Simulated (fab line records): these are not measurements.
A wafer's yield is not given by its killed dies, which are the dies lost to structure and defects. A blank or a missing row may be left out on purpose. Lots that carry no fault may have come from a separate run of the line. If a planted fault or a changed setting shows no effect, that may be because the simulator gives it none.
Lot-split experiment :: flow n5Finfet :: route with 1938 steps; 7 lots, 21 wafers read

ON THE SPLIT
At N5_BEOL_M8_COAT_60 (time 60 s, resist thk 35 nm), the setting spinRpm was moved away from the recipe's 1500 rpm on 7 of the 21 wafers read, by -6.9% to +10.7%. All remaining wafers had this setting at the recipe value.

FROM THE SPLIT TO THE READING: what the file shows between them, 2 steps
- N5_BEOL_M8_DEVELOP_10: develop time 30 s (also split here: developTimeS)
- N5_BEOL_M8_DESCUM_16: chemistry O2, time 7.9 s

THE READING
CAR-ArF_of_BEOL_M8_COAT_05.thkNm (the simulator's own value, which no gauge read), in nm, at N5_BEOL_M8_ETCH_61 (etches SiARC in CF4, target depth 45.5 nm, time 75.8 s). No usual value for it is given in the file. Average 50.8 nm, standard deviation 0.28 nm, over the 14 wafers here run with the recipe.

wafer: L075.2
tool, chamber at the split: lithoTrack-01, 0
spinRpm as run, rpm: 1500
against the recipe: recipe
CAR-ArF_of_BEOL_M8_COAT_05.thkNm, nm: 50.8
against lot-mates on the recipe: -

wafer: L075.3
tool, chamber at the split: lithoTrack-01, 0
spinRpm as run, rpm: 1397
against the recipe: -6.9%
CAR-ArF_of_BEOL_M8_COAT_05.thkNm, nm: 49.4
against lot-mates on the recipe: -1.1

wafer: L075.6
tool, chamber at the split: lithoTrack-01, 0
spinRpm as run, rpm: 1500
against the recipe: recipe
CAR-ArF_of_BEOL_M8_COAT_05.thkNm, nm: 50.2
against lot-mates on the recipe: -

wafer: L077.1
tool, chamber at the split: lithoTrack-01, 0
spinRpm as run, rpm: 1500
against the recipe: recipe
CAR-ArF_of_BEOL_M8_COAT_05.thkNm, nm: 50.8
against lot-mates on the recipe: -

wafer: L077.2
tool, chamber at the split: lithoTrack-01, 0
spinRpm as run, rpm: 1500
against the recipe: recipe
CAR-ArF_of_BEOL_M8_COAT_05.thkNm, nm: 50.8
against lot-mates on the recipe: -

wafer: L077.5
tool, chamber at the split: lithoTrack-01, 0
spinRpm as run, rpm: 1500
against the recipe: recipe
CAR-ArF_of_BEOL_M8_COAT_05.thkNm, nm: 51
against lot-mates on the recipe: -

wafer: L078.4
tool, chamber at the split: lithoTrack-03, 0
spinRpm as run, rpm: 1561
against the recipe: +4.1%
CAR-ArF_of_BEOL_M8_COAT_05.thkNm, nm: 51.4
against lot-mates on the recipe: +0.6

wafer: L078.5
tool, chamber at the split: lithoTrack-03, 0
spinRpm as run, rpm: 1500
against the recipe: recipe
CAR-ArF_of_BEOL_M8_COAT_05.thkNm, nm: 50.8
against lot-mates on the recipe: -

wafer: L078.6
tool, chamber at the split: lithoTrack-03, 0
spinRpm as run, rpm: 1500
against the recipe: recipe
CAR-ArF_of_BEOL_M8_COAT_05.thkNm, nm: 50.8
against lot-mates on the recipe: -

wafer: L081.1
tool, chamber at the split: lithoTrack-04, 0
spinRpm as run, rpm: 1500
against the recipe: recipe
CAR-ArF_of_BEOL_M8_COAT_05.thkNm, nm: 50.2
against lot-mates on the recipe: -

wafer: L081.3
tool, chamber at the split: lithoTrack-04, 0
spinRpm as run, rpm: 1500
against the recipe: recipe
CAR-ArF_of_BEOL_M8_COAT_05.thkNm, nm: 50.8
against lot-mates on the recipe: -

wafer: L081.5
tool, chamber at the split: lithoTrack-04, 0
spinRpm as run, rpm: 1621
against the recipe: +8.1%
CAR-ArF_of_BEOL_M8_COAT_05.thkNm, nm: 51.8
against lot-mates on the recipe: +1.3

wafer: L082.1
tool, chamber at the split: lithoTrack-03, 0
spinRpm as run, rpm: 1572
against the recipe: +4.8%
CAR-ArF_of_BEOL_M8_COAT_05.thkNm, nm: 52
against lot-mates on the recipe: +0.8

wafer: L082.2
tool, chamber at the split: lithoTrack-03, 0
spinRpm as run, rpm: 1500
against the recipe: recipe
CAR-ArF_of_BEOL_M8_COAT_05.thkNm, nm: 51.2
against lot-mates on the recipe: -

wafer: L082.5
tool, chamber at the split: lithoTrack-03, 0
spinRpm as run, rpm: 1500
against the recipe: recipe
CAR-ArF_of_BEOL_M8_COAT_05.thkNm, nm: 51.2
against lot-mates on the recipe: -

wafer: L090.2
tool, chamber at the split: lithoTrack-03, 0
spinRpm as run, rpm: 1608
against the recipe: +7.2%
CAR-ArF_of_BEOL_M8_COAT_05.thkNm, nm: 52
against lot-mates on the recipe: +1.2

wafer: L090.4
tool, chamber at the split: lithoTrack-03, 0
spinRpm as run, rpm: 1500
against the recipe: recipe
CAR-ArF_of_BEOL_M8_COAT_05.thkNm, nm: 50.8
against lot-mates on the recipe: -

wafer: L090.6
tool, chamber at the split: lithoTrack-03, 0
spinRpm as run, rpm: 1608
against the recipe: +7.2%
CAR-ArF_of_BEOL_M8_COAT_05.thkNm, nm: 52.2
against lot-mates on the recipe: +1.4

wafer: L093.4
tool, chamber at the split: lithoTrack-03, 0
spinRpm as run, rpm: 1500
against the recipe: recipe
CAR-ArF_of_BEOL_M8_COAT_05.thkNm, nm: 51
against lot-mates on the recipe: -

wafer: L093.5
tool, chamber at the split: lithoTrack-03, 0
spinRpm as run, rpm: 1500
against the recipe: recipe
CAR-ArF_of_BEOL_M8_COAT_05.thkNm, nm: 50.8
against lot-mates on the recipe: -

wafer: L093.6
tool, chamber at the split: lithoTrack-03, 0
spinRpm as run, rpm: 1660
against the recipe: +10.7%
CAR-ArF_of_BEOL_M8_COAT_05.thkNm, nm: 52.8
against lot-mates on the recipe: +1.9

FIT RESULTS
A straight line over all 21 wafers: CAR-ArF_of_BEOL_M8_COAT_05.thkNm changes by +0.18 nm for each +1% of spinRpm; r = +0.93; the points scatter about the line by 0.28 nm.
The same after taking each lot's own level away (the mean of its wafers on the recipe; 21 wafers): +0.171 nm for each +1%; r = +0.98; scatter 0.16 nm.
On that fit, the largest move of spinRpm shifts the reading by 1.8 nm.
The span of the lots' own levels, 50.50 to 51.20 nm, comes to 2.5 times the standard deviation stated above.
Consequently the slope shifts little with the lot-to-lot level, the two slopes agreeing.
Check: with one of the wafers moved furthest among these (+10.7%) left out of the fit, the line predicts +1.8 nm for it against its lot-mates. Against them it came out at +1.9 nm.

OTHER SPLITS ON THESE WAFERS
Note: prior to the reading, these wafers also went through further splits. Each is held against what the fit with the lots' levels taken away leaves over:
other split on the same wafers: N5_BEOL_M7_EXPOSE_08 doseMj
wafers away from the commonest value: 8
r with CAR-ArF_of_BEOL_M8_COAT_05.thkNm (lot level and that fit taken away): +0.18

other split on the same wafers: N5_BEOL_M8_DEVELOP_10 developTimeS
wafers away from the commonest value: 5
r with CAR-ArF_of_BEOL_M8_COAT_05.thkNm (lot level and that fit taken away): +0.17

THE WHOLE CHAIN: every reading that the file lists as answering this split, in the file's order
step: N5_BEOL_M8_COAT_60
what it does: time 60 s, resist thk 35 nm
reading: SiARC_of_BEOL_M8_COAT_60.thkNm (the simulator's own value, which no gauge read)
change (the file's fit): -0.165 nm for each +1% of the setting
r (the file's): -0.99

step: N5_BEOL_M8_ETCH_61
what it does: etches SiARC in CF4, target depth 45.5 nm, time 75.8 s
reading: etchRfOnTimeS
change (the file's fit): withheld for each +1% of the setting
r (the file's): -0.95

step: N5_BEOL_M8_ETCH_61
what it does: etches SiARC in CF4, target depth 45.5 nm, time 75.8 s
reading: etch.depthNm (the simulator's own value, which no gauge read)
change (the file's fit): -0.167 nm for each +1% of the setting
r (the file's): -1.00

step: N5_BEOL_M8_ETCH_61
what it does: etches SiARC in CF4, target depth 45.5 nm, time 75.8 s
reading: CAR-ArF_of_BEOL_M8_COAT_05.thkNm (the simulator's own value, which no gauge read)
change (the file's fit): +0.17 nm for each +1% of the setting
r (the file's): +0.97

FILE'S OWN FIT
CAR-ArF_of_BEOL_M8_COAT_05.thkNm changes by +0.17 nm for each +1% of spinRpm, r = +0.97.
